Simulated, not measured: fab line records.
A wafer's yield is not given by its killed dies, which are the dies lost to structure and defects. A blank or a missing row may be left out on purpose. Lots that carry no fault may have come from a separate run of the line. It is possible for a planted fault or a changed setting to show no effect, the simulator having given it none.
Which tool is to blame?	flow n5Finfet	24 lots with 72 wafers sampled at 6 steps, on a route of 1938 steps

== WHAT THE GAUGES SHOWED, per wafer ==
N5_GATE_CUT_OVL_MEAS_14. Usual: GATE_CUT_OVL -0.1 nm, standard deviation 0.63.
lot	measured	on	GATE_CUT_OVL (nm)	flag
L074	day 4 11:52	overlay-01	-0.9 -0.2 -0.2	
L075	day 4 21:13	overlay-02	-0.6 -0.1 -0.3	
L076	day 5 04:20	overlay-02	-0.8 -1.8 0.2	
L077	day 5 06:45	overlay-01	0.5 -0.6 0.5	
L078	day 5 14:32	overlay-01	-0.2 0.2 -0.1	
L079	day 5 17:16	overlay-02	0.9 1.5 0.7	
L080	day 6 05:31	overlay-02	0.0 0.2 0.2	
L081	day 6 06:55	overlay-01	-0.1 -0.1 -0.1	
L082	day 6 14:23	overlay-02	0.3 0.1 0.5	
L084	day 6 23:31	overlay-01	0.4 0.2 -0.1	
L083	day 7 01:43	overlay-02	-0.1 1.2 0.2	
L085	day 7 09:31	overlay-02	-0.4 -0.1 -1.1	
L086	day 7 11:31	overlay-01	0.2 0.3 -0.6	
L087	day 7 17:47	overlay-01	0.5 -0.5 -0.1	
L088	day 7 20:44	overlay-01	0.0 0.7 -0.6	
L089	day 8 08:13	overlay-02	-2.0 -0.6 0.8	
L090	day 8 10:40	overlay-01	-1.1 -0.9 -0.6	
L091	day 8 18:22	overlay-02	0.0 -0.2 -0.5	
L092	day 9 03:56	overlay-02	-0.9 -0.4 -0.7	
L093	day 9 05:15	overlay-01	-0.3 -0.4 -0.2	
L094	day 9 11:25	overlay-02	0.3 0.6 -0.6	
L095	day 9 18:49	overlay-02	-0.3 0.5 0.3	
L096	day 9 22:49	overlay-02	0.4 -0.7 -0.7	
L097	day 10 06:38	overlay-01	-0.7 -0.4 0.7	

== WHICH TOOL RAN EACH LOT (tool, then ch and the chambers of the sampled wafers, then the start) ==
lot	N5_HKMG_FIN_ETCH_58	N5_HKMG_FIN_ETCH_86	N5_HKMG_FIN_ETCHBACK_68	N5_HKMG_FIN_ALD_21	N5_GATE_CUT_ETCH_56
L074	rieDiel-01 ch 1,2,3, day 4 00:19	rieDiel-02 ch 0,1,3, day 4 04:50	rieMetal-03 ch 0,1, day 4 06:07	aldMetal-02 ch 1,2,3, day 4 06:38	rieMetal-02 ch 0,1, day 4 08:02
L075	rieDiel-06 ch 1,2, day 4 09:52	rieDiel-02 ch 1,2, day 4 14:26	rieMetal-02 ch 0,1, day 4 15:43	aldMetal-02 ch 0,2,3, day 4 16:15	rieMetal-03 ch 0,1, day 4 17:39
L076	rieDiel-02 ch 1,3, day 4 16:07	rieDiel-06 ch 1,2,3, day 4 20:30	rieMetal-01 ch 1, day 4 22:05	aldMetal-02 ch 1,3, day 4 22:41	rieMetal-02 ch 0,1, day 5 00:05
L077	rieDiel-01 ch 0,1, day 4 18:43	rieDiel-06 ch 2,3, day 4 23:29	rieMetal-02 ch 0,1, day 5 01:00	aldMetal-01 ch 2,3, day 5 01:39	rieMetal-02 ch 0,1, day 5 03:05
L078	rieDiel-06 ch 1,2,3, day 5 03:07	rieDiel-01 ch 1,2, day 5 07:47	rieMetal-01 ch 0,1, day 5 09:05	aldMetal-02 ch 1,2, day 5 09:36	rieMetal-03 ch 0,1, day 5 11:00
L079	rieDiel-06 ch 1,3, day 5 05:47	rieDiel-01 ch 0,3, day 5 10:24	rieMetal-03 ch 0,1, day 5 11:41	aldMetal-02 ch 0,3, day 5 12:13	rieMetal-01 ch 0,1, day 5 13:38
L080	rieDiel-01 ch 0,1, day 5 17:44	rieDiel-02 ch 1,2, day 5 22:26	rieMetal-03 ch 0,1, day 5 23:43	aldMetal-01 ch 0,2, day 6 00:14	rieMetal-02 ch 1, day 6 01:48
L081	rieDiel-02 ch 0,1,2, day 5 19:16	rieDiel-01 ch 0,1,2, day 5 23:49	rieMetal-01 ch 0,1, day 6 01:10	aldMetal-03 ch 0,2,3, day 6 01:41	rieMetal-02 ch 1, day 6 03:18
L082	rieDiel-02 ch 1,3, day 6 02:34	rieDiel-06 ch 0,2, day 6 06:59	rieMetal-01 ch 0,1, day 6 08:17	aldMetal-02 ch 1,2,3, day 6 08:48	rieMetal-02 ch 1, day 6 10:19
L084	rieDiel-01 ch 0,3, day 6 12:14	rieDiel-02 ch 0,1,3, day 6 16:44	rieMetal-02 ch 0,1, day 6 18:01	aldMetal-02 ch 0,1, day 6 18:32	rieMetal-03 ch 1, day 6 19:56
L083	rieDiel-06 ch 0,3, day 6 14:10	rieDiel-01 ch 1,2, day 6 18:36	rieMetal-02 ch 0,1, day 6 19:53	aldMetal-03 ch 0,3, day 6 20:25	rieMetal-03 ch 0,1, day 6 21:49
L085	rieDiel-02 ch 2,3, day 6 22:12	rieDiel-02 ch 1,2, day 7 02:43	rieMetal-01 ch 0,1, day 7 04:01	aldMetal-01 ch 0,1,3, day 7 04:32	rieMetal-01 ch 0,1, day 7 05:56
L086	rieDiel-06 ch 2,3, day 7 00:11	rieDiel-06 ch 0,2,3, day 7 04:41	rieMetal-03 ch 0,1, day 7 06:01	aldMetal-01 ch 0,3, day 7 06:29	rieMetal-01 ch 0,1, day 7 07:55
L087	rieDiel-02 ch 0,2, day 7 06:37	rieDiel-01 ch 0,1,3, day 7 10:56	rieMetal-02 ch 0,1, day 7 12:13	aldMetal-01 ch 0,2,3, day 7 12:44	rieMetal-01 ch 0,1, day 7 14:11
L088	rieDiel-02 ch 0,1,2, day 7 09:46	rieDiel-02 ch 1,2, day 7 14:03	rieMetal-01 ch 0,1, day 7 15:20	aldMetal-03 ch 0,1,3, day 7 15:52	rieMetal-01 ch 1, day 7 17:16
L089	rieDiel-01 ch 0,1,2, day 7 20:53	rieDiel-01 ch 0,2,3, day 8 01:25	rieMetal-01 ch 0,1, day 8 02:43	aldMetal-03 ch 0,2,3, day 8 03:14	rieMetal-02 ch 0,1, day 8 04:38
L090	rieDiel-06 ch 1,2,3, day 7 23:06	rieDiel-02 ch 1,2,3, day 8 03:51	rieMetal-01 ch 0,1, day 8 05:08	aldMetal-03 ch 0,1,3, day 8 05:40	rieMetal-01 ch 0,1, day 8 07:12
L091	rieDiel-02 ch 1,3, day 8 06:29	rieDiel-02 ch 1,2,3, day 8 11:06	rieMetal-01 ch 0,1, day 8 12:26	aldMetal-03 ch 0,2, day 8 12:55	rieMetal-03 ch 0,1, day 8 14:20
L092	rieDiel-02 ch 1,2,3, day 8 16:31	rieDiel-01 ch 0,1,3, day 8 20:47	rieMetal-01 ch 0,1, day 8 22:09	aldMetal-03 ch 0,3, day 8 22:38	rieMetal-02 ch 0,1, day 9 00:04
L093	rieDiel-02 ch 0,2, day 8 17:50	rieDiel-01 ch 0,1,3, day 8 22:13	rieMetal-01 ch 0,1, day 8 23:32	aldMetal-01 ch 0,1,2, day 9 00:03	rieMetal-03 ch 0,1, day 9 01:27
L094	rieDiel-01 ch 0,1,3, day 9 00:14	rieDiel-01 ch 0,1,3, day 9 04:44	rieMetal-02 ch 0,1, day 9 06:01	aldMetal-02 ch 0,2,3, day 9 06:33	rieMetal-03 ch 0,1, day 9 07:56
L095	rieDiel-02 ch 0,2, day 9 07:17	rieDiel-02 ch 0,1,2, day 9 11:55	rieMetal-02 ch 0, day 9 13:11	aldMetal-01 ch 0,1,2, day 9 13:50	rieMetal-01 ch 0,1, day 9 15:14
L096	rieDiel-02 ch 0,1, day 9 11:05	rieDiel-06 ch 0,1,2, day 9 15:29	rieMetal-03 ch 0,1, day 9 16:47	aldMetal-01 ch 0,1,2, day 9 17:18	rieMetal-03 ch 0,1, day 9 18:42
L097	rieDiel-01 ch 0,2,3, day 9 19:01	rieDiel-06 ch 0,2,3, day 9 23:46	rieMetal-02 ch 0,1, day 10 01:04	aldMetal-01 ch 2, day 10 01:36	rieMetal-01 ch 0,1, day 10 03:10
- N5_HKMG_FIN_ETCH_58: etches SOC in N2/H2, target depth 215.8 nm, time 741 s.
- N5_HKMG_FIN_ETCH_86: etches SOC in N2/H2, stops on TiN, target depth 393.2 nm.
- N5_HKMG_FIN_ETCHBACK_68: etches the open film in Cl2/Ar, stops on HfO2, target depth 0.5 nm.
- N5_HKMG_FIN_ALD_21: deposits TiN, target thk 1.5 nm, pulse time 1 s, purge time 3 s.
- N5_GATE_CUT_ETCH_56: etches TiN in Cl2/Ar, target depth 21.6 nm.

== AS READ BY THE TOOLS THEMSELVES (means over the sampled wafers that have a number; for cases with no such wafer, the mark the record gives instead) ==
N5_HKMG_FIN_ETCH_58. Usual: drypumpMotorCurrentA 5.8 A, standard deviation 0.46; oesProductAu 0.78 a.u., standard deviation 0.08; rfVppV 99.4 V, standard deviation 1.1; showerheadPlenumPTorr 2.58 Torr, standard deviation 0.1; throttleValvePct 17.81 %, standard deviation 0.24.
lot	tool	drypumpMotorCurrentA (A)	oesProductAu (a.u.)	rfVppV (V)	showerheadPlenumPTorr (Torr)	throttleValvePct (%)	flag
L074	rieDiel-01	5.6	0.82	100.1	2.67	17.78	
L075	rieDiel-06	5.1	0.71	99.0	2.54	17.94	
L076	rieDiel-02	6.1	0.76	98.8	2.52	17.66	
L077	rieDiel-01	5.6	0.82	98.8	2.53	17.81	
L078	rieDiel-06	5.6	0.74	99.7	2.57	18.06	
L079	rieDiel-06	5.5	0.71	98.7	2.52	17.97	
L080	rieDiel-01	5.6	0.85	98.9	2.62	17.66	
L081	rieDiel-02	6.0	0.74	99.8	2.57	17.79	
L082	rieDiel-02	6.3	0.74	98.7	2.58	17.81	
L084	rieDiel-01	6.0	0.78	100.5	2.59	17.85	
L083	rieDiel-06	6.2	0.84	99.3	2.54	17.98	
L085	rieDiel-02	5.9	0.78	98.9	2.52	17.58	
L086	rieDiel-06	6.1	0.76	99.2	2.59	18.19	
L087	rieDiel-02	5.7	0.72	98.1	2.49	17.79	
L088	rieDiel-02	6.0	0.73	99.5	2.57	17.82	
L089	rieDiel-01	5.4	0.77	99.3	2.58	17.90	
L090	rieDiel-06	5.6	0.81	99.4	2.56	17.95	
L091	rieDiel-02	6.1	0.74	99.3	2.50	17.71	
L092	rieDiel-02	6.2	0.75	98.4	2.58	17.73	
L093	rieDiel-02	5.9	0.86	100.0	2.68	17.59	
L094	rieDiel-01	5.8	0.78	100.0	2.59	17.80	
L095	rieDiel-02	5.9	0.85	99.5	2.68	17.60	
L096	rieDiel-02	5.8	0.87	99.9	2.68	17.64	
L097	rieDiel-01	5.6	0.72	99.9	2.56	18.01	

N5_HKMG_FIN_ETCH_86. Usual: drypumpMotorCurrentA 5.8 A, standard deviation 0.47; oesProductAu 0.76 a.u., standard deviation 0.066; rfVppV 241.2 V, standard deviation 1.6; showerheadPlenumPTorr 2.58 Torr, standard deviation 0.1; throttleValvePct 17.87 %, standard deviation 0.24.
lot	tool	drypumpMotorCurrentA (A)	oesProductAu (a.u.)	rfVppV (V)	showerheadPlenumPTorr (Torr)	throttleValvePct (%)	flag
L074	rieDiel-02	6.0	0.73	240.0	2.50	17.77	
L075	rieDiel-02	6.4	0.75	243.0	2.65	17.82	
L076	rieDiel-06	5.6	0.74	240.4	2.57	18.07	
L077	rieDiel-06	6.1	0.77	240.5	2.60	18.17	
L078	rieDiel-01	5.2	0.77	242.4	2.65	17.94	
L079	rieDiel-01	6.0	0.78	241.0	2.59	17.87	
L080	rieDiel-02	6.4	0.74	241.6	2.65	17.85	
L081	rieDiel-01	5.4	0.78	241.1	2.58	17.90	
L082	rieDiel-06	5.6	0.88	240.4	2.55	17.77	
L084	rieDiel-02	5.9	0.72	240.4	2.49	17.81	
L083	rieDiel-01	5.2	0.76	242.7	2.65	17.96	
L085	rieDiel-02	6.4	0.73	242.8	2.64	17.87	
L086	rieDiel-06	5.8	0.81	240.3	2.57	18.01	
L087	rieDiel-01	5.8	0.79	241.8	2.60	17.79	
L088	rieDiel-02	6.4	0.73	242.3	2.64	17.88	
L089	rieDiel-01	5.6	0.73	241.3	2.57	18.02	
L090	rieDiel-02	6.2	0.73	241.2	2.58	17.75	
L091	rieDiel-02	6.2	0.73	240.7	2.58	17.76	
L092	rieDiel-01	5.8	0.78	240.7	2.59	17.82	
L093	rieDiel-01	5.8	0.78	240.4	2.59	17.81	
L094	rieDiel-01	5.8	0.77	241.2	2.59	17.83	
L095	rieDiel-02	6.0	0.80	242.4	2.66	17.73	
L096	rieDiel-06	5.4	0.83	241.4	2.53	17.78	
L097	rieDiel-06	5.9	0.79	240.2	2.56	18.03	

N5_HKMG_FIN_ETCHBACK_68. Usual: drypumpMotorCurrentA 5.9 A, standard deviation 0.47; oesProductAu 0.75 a.u., standard deviation 0.091; throttleValvePct 20.60 %, standard deviation 0.16.
lot	tool	drypumpMotorCurrentA (A)	oesProductAu (a.u.)	throttleValvePct (%)	flag
L074	rieMetal-03	5.5	0.74	20.79	
L075	rieMetal-02	5.7	0.69	20.71	
L076	rieMetal-01	6.5	0.79	20.35	
L077	rieMetal-02	5.5	0.63	20.79	
L078	rieMetal-01	6.2	0.72	20.55	
L079	rieMetal-03	5.7	0.73	20.78	
L080	rieMetal-03	5.5	0.73	20.81	
L081	rieMetal-01	6.2	0.71	20.55	
L082	rieMetal-01	6.2	0.71	20.55	
L084	rieMetal-02	5.5	0.91	20.55	
L083	rieMetal-02	5.7	0.82	20.60	
L085	rieMetal-01	6.2	0.71	20.55	
L086	rieMetal-03	5.5	0.72	20.81	
L087	rieMetal-02	5.5	0.90	20.55	
L088	rieMetal-01	6.4	0.74	20.46	
L089	rieMetal-01	6.2	0.71	20.55	
L090	rieMetal-01	6.2	0.68	20.60	
L091	rieMetal-01	6.2	0.71	20.57	
L092	rieMetal-01	6.2	0.70	20.57	
L093	rieMetal-01	6.2	0.70	20.56	
L094	rieMetal-02	5.5	0.85	20.57	
L095	rieMetal-02	5.2	0.88	20.56	
L096	rieMetal-03	5.5	0.71	20.83	
L097	rieMetal-02	5.7	0.78	20.62	

N5_HKMG_FIN_ALD_21. Usual: heaterPowerW 906 W, standard deviation 76; precursorPulseHeightRel 1.001, standard deviation 0.019.
lot	tool	heaterPowerW (W)	precursorPulseHeightRel	flag
L074	aldMetal-02	936	1.001	
L075	aldMetal-02	910	1.008	
L076	aldMetal-02	964	1.032	
L077	aldMetal-01	921	0.992	
L078	aldMetal-02	919	0.984	
L079	aldMetal-02	879	1.007	
L080	aldMetal-01	855	1.002	
L081	aldMetal-03	901	1.011	
L082	aldMetal-02	926	0.994	
L084	aldMetal-02	898	1.026	
L083	aldMetal-03	855	0.990	
L085	aldMetal-01	959	1.003	
L086	aldMetal-01	954	1.023	
L087	aldMetal-01	885	1.012	
L088	aldMetal-03	858	0.997	
L089	aldMetal-03	902	0.980	
L090	aldMetal-03	860	0.990	
L091	aldMetal-03	950	0.986	
L092	aldMetal-03	893	1.019	
L093	aldMetal-01	877	1.007	
L094	aldMetal-02	906	0.997	
L095	aldMetal-01	879	1.006	
L096	aldMetal-01	869	0.999	
L097	aldMetal-01	770	0.981	

N5_GATE_CUT_ETCH_56. Usual: drypumpMotorCurrentA 5.9 A, standard deviation 0.41; oesProductAu 0.74 a.u., standard deviation 0.068; throttleValvePct 20.65 %, standard deviation 0.16.
lot	tool	drypumpMotorCurrentA (A)	oesProductAu (a.u.)	throttleValvePct (%)	flag
L074	rieMetal-02	5.5	0.65	20.76	
L075	rieMetal-03	5.5	0.75	20.78	
L076	rieMetal-02	5.7	0.71	20.69	
L077	rieMetal-02	5.5	0.64	20.76	
L078	rieMetal-03	5.5	0.74	20.78	
L079	rieMetal-01	6.3	0.76	20.44	
L080	rieMetal-02	6.0	0.76	20.62	
L081	rieMetal-02	6.0	0.76	20.63	
L082	rieMetal-02	6.0	0.76	20.63	
L084	rieMetal-03	5.8	0.73	20.75	
L083	rieMetal-03	5.5	0.73	20.79	
L085	rieMetal-01	6.4	0.75	20.45	
L086	rieMetal-01	6.4	0.75	20.45	
L087	rieMetal-01	6.3	0.75	20.46	
L088	rieMetal-01	6.6	0.78	20.37	
L089	rieMetal-02	5.5	0.90	20.54	
L090	rieMetal-01	6.2	0.72	20.54	
L091	rieMetal-03	5.5	0.72	20.81	
L092	rieMetal-02	5.5	0.87	20.53	
L093	rieMetal-03	5.7	0.71	20.79	
L094	rieMetal-03	5.6	0.71	20.81	
L095	rieMetal-01	6.2	0.71	20.56	
L096	rieMetal-03	5.6	0.71	20.80	
L097	rieMetal-01	6.4	0.73	20.47	

== THE ANSWER, worked out from the rows above alone ==
Rule: take the mean of a lot's wafers that have a number; if it is more than 3 standard deviations from the usual mean, the lot is off. Also off: a lot with no number at a reading for which 4 or more lots have one. Any other lot the step has rows for is counted as sound. After the gauges, taken in route order, come the tools' own readings; for these a lot's mean is taken, as printed above. At the first step where some lot is off, the reading lying furthest off is the one used; lots without a number count as furthest.
No lot is off at any reading shown: from this, nothing can be told.

== WHAT WAS PUT IN BY THE SIMULATOR ==
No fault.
